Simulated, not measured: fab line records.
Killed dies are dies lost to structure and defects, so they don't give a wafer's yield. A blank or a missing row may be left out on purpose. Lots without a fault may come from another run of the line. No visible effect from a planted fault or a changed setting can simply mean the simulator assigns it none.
Matching of chambers || flow n5Finfet || N5_DUMMY_REMOVAL_STRIP_10 on rieDiel-01 has 4 sister chambers
The step strips in N2/H2, time 40 s. 8 wafers are shown with their chamber, then 7 later ones without.

## EACH WAFER AND ITS CHAMBER
{"wafer": "L074.5", "chamber": 1, "drypumpMotorCurrentA (A)": 5.9, "showerheadPlenumPTorr (Torr)": 3.27}
{"wafer": "L078.1", "chamber": 0, "drypumpMotorCurrentA (A)": 5.8, "showerheadPlenumPTorr (Torr)": 3.45}
{"wafer": "L081.2", "chamber": 1, "drypumpMotorCurrentA (A)": 5.9, "showerheadPlenumPTorr (Torr)": 3.26}
{"wafer": "L087.2", "chamber": 3, "drypumpMotorCurrentA (A)": 5.7, "showerheadPlenumPTorr (Torr)": 3.25}
{"wafer": "L087.3", "chamber": 2, "drypumpMotorCurrentA (A)": 6.3, "showerheadPlenumPTorr (Torr)": 3.49}
{"wafer": "L087.6", "chamber": 0, "drypumpMotorCurrentA (A)": 5.8, "showerheadPlenumPTorr (Torr)": 3.45}
{"wafer": "L091.2", "chamber": 3, "drypumpMotorCurrentA (A)": 5.7, "showerheadPlenumPTorr (Torr)": 3.24}
{"wafer": "L091.4", "chamber": 2, "drypumpMotorCurrentA (A)": 6.4, "showerheadPlenumPTorr (Torr)": 3.49}

## WAFERS WHOSE CHAMBER IS MISSING
{"wafer": "L091.5", "drypumpMotorCurrentA (A)": 5.7, "showerheadPlenumPTorr (Torr)": 3.24}
{"wafer": "L093.1", "drypumpMotorCurrentA (A)": 5.9, "showerheadPlenumPTorr (Torr)": 3.25}
{"wafer": "L093.2", "drypumpMotorCurrentA (A)": 5.8, "showerheadPlenumPTorr (Torr)": 3.44}
{"wafer": "L093.6", "drypumpMotorCurrentA (A)": 5.7, "showerheadPlenumPTorr (Torr)": 3.24}
{"wafer": "L094.2", "drypumpMotorCurrentA (A)": 5.7, "showerheadPlenumPTorr (Torr)": 3.24}
{"wafer": "L094.3", "drypumpMotorCurrentA (A)": 6.4, "showerheadPlenumPTorr (Torr)": 3.49}
{"wafer": "L094.6", "drypumpMotorCurrentA (A)": 6.4, "showerheadPlenumPTorr (Torr)": 3.49}

## WHICH CHAMBER EACH WENT THROUGH
{"wafer": "L091.5", "from the rows above": 3, "in truth": 3}
{"wafer": "L093.1", "from the rows above": 1, "in truth": 1}
{"wafer": "L093.2", "from the rows above": 0, "in truth": 0}
{"wafer": "L093.6", "from the rows above": 3, "in truth": 3}
{"wafer": "L094.2", "from the rows above": 3, "in truth": 3}
{"wafer": "L094.3", "from the rows above": 2, "in truth": 2}
{"wafer": "L094.6", "from the rows above": 2, "in truth": 2}
Correctly placed: 7 of 7. Number that these rows cannot place: 0. Placed wrongly: 0.
How it was worked out, from the rows above alone: a wafer's distance from a chamber is the root of the sum, over the readings, of the square of ((its reading less the chamber's mean) divided by the reading's scatter). If the next closest chamber is less than 2 further off than the closest, the wafer can't be placed; otherwise it belongs to the closest. For every chamber, the mean is computed from those of its wafers that are shown. The scatter is the square root of a quotient: the sum, over the shown wafers, of each reading's squared deviation from its chamber's mean, divided by wafers minus chambers.
